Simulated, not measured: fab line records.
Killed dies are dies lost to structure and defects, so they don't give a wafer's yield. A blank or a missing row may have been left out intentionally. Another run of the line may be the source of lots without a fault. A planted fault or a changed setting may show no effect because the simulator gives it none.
Chamber matching / flow nand-harc / NHARC_P_BONDPAD_ETCH_37 on rie-diel-03: 4 sister chambers
The step etches the open film in N2/H2, target depth 60 nm, overetch 18 nm, time 65.91 s. 14 wafers are shown with their chamber, then 7 later ones without.

== WAFERS WITH THEIR CHAMBER ==
wafer=L076.1; chamber=0; drypump-motor-current-A (A)=5.5; rf-vpp-V (V)=432.7; oes-product-au (a.u.)=0.987
wafer=L076.3; chamber=3; drypump-motor-current-A (A)=6.2; rf-vpp-V (V)=428.3; oes-product-au (a.u.)=0.990
wafer=L076.4; chamber=2; drypump-motor-current-A (A)=5.9; rf-vpp-V (V)=431.7; oes-product-au (a.u.)=0.993
wafer=L080.1; chamber=3; drypump-motor-current-A (A)=6.1; rf-vpp-V (V)=427.0; oes-product-au (a.u.)=1.005
wafer=L080.2; chamber=1; drypump-motor-current-A (A)=6.1; rf-vpp-V (V)=429.7; oes-product-au (a.u.)=0.994
wafer=L080.5; chamber=3; drypump-motor-current-A (A)=6.1; rf-vpp-V (V)=428.5; oes-product-au (a.u.)=1.005
wafer=L081.1; chamber=1; drypump-motor-current-A (A)=6.1; rf-vpp-V (V)=431.4; oes-product-au (a.u.)=0.987
wafer=L081.2; chamber=2; drypump-motor-current-A (A)=6.0; rf-vpp-V (V)=432.4; oes-product-au (a.u.)=1.002
wafer=L081.4; chamber=0; drypump-motor-current-A (A)=5.4; rf-vpp-V (V)=433.1; oes-product-au (a.u.)=0.994
wafer=L084.1; chamber=3; drypump-motor-current-A (A)=6.1; rf-vpp-V (V)=428.5; oes-product-au (a.u.)=1.005
wafer=L084.3; chamber=2; drypump-motor-current-A (A)=5.9; rf-vpp-V (V)=431.7; oes-product-au (a.u.)=1.008
wafer=L084.5; chamber=0; drypump-motor-current-A (A)=5.4; rf-vpp-V (V)=433.0; oes-product-au (a.u.)=0.995
wafer=L086.4; chamber=2; drypump-motor-current-A (A)=6.0; rf-vpp-V (V)=432.4; oes-product-au (a.u.)=0.993
wafer=L086.5; chamber=2; drypump-motor-current-A (A)=6.0; rf-vpp-V (V)=432.2; oes-product-au (a.u.)=0.998

SIGNATURES, as means of the wafers listed above
reading=drypump-motor-current-A; chamber 0=5.433; chamber 1=6.100; chamber 2=5.960; chamber 3=6.125; scatter within a chamber=0.0512
reading=rf-vpp-V; chamber 0=432.933; chamber 1=430.550; chamber 2=432.080; chamber 3=428.075; scatter within a chamber=0.601
reading=oes-product-au; chamber 0=0.99200; chamber 1=0.99050; chamber 2=0.99880; chamber 3=1.00125; scatter within a chamber=0.00628
Rule: a wafer lies at a distance from a chamber equal to the root of the sum of squares, over the readings, of (its reading less the chamber's mean, divided by the reading's scatter). If the next closest chamber is less than 2 further off than the closest, the wafer can't be placed; otherwise it belongs to the closest. The scatter is the square root of a quotient: the sum, over the shown wafers, of each reading's squared deviation from its chamber's mean, divided by wafers minus chambers.

== WAFERS MISSING THEIR CHAMBER ==
wafer=L086.6; drypump-motor-current-A (A)=6.1; rf-vpp-V (V)=425.5; oes-product-au (a.u.)=0.985
wafer=L093.1; drypump-motor-current-A (A)=5.5; rf-vpp-V (V)=429.9; oes-product-au (a.u.)=0.999
wafer=L093.4; drypump-motor-current-A (A)=6.1; rf-vpp-V (V)=429.6; oes-product-au (a.u.)=0.983
wafer=L093.6; drypump-motor-current-A (A)=6.1; rf-vpp-V (V)=427.1; oes-product-au (a.u.)=1.004
wafer=L094.1; drypump-motor-current-A (A)=5.4; rf-vpp-V (V)=430.6; oes-product-au (a.u.)=1.006
wafer=L094.3; drypump-motor-current-A (A)=5.9; rf-vpp-V (V)=432.3; oes-product-au (a.u.)=1.001
wafer=L094.4; drypump-motor-current-A (A)=6.1; rf-vpp-V (V)=430.1; oes-product-au (a.u.)=1.002

== THE CHAMBER EACH PASSED THROUGH ==
wafer=L086.6; from the rows above=3; in truth=3
wafer=L093.1; from the rows above=0; in truth=0
wafer=L093.4; from the rows above=can't be placed: 1 or 3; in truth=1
wafer=L093.6; from the rows above=3; in truth=3
wafer=L094.1; from the rows above=0; in truth=0
wafer=L094.3; from the rows above=2; in truth=2
wafer=L094.4; from the rows above=can't be placed: 1 or 3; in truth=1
Correct placement for 5 of the 7. From these rows, 2 cannot be placed; in 2 the true chamber is one of the candidates. 0 placed wrongly.
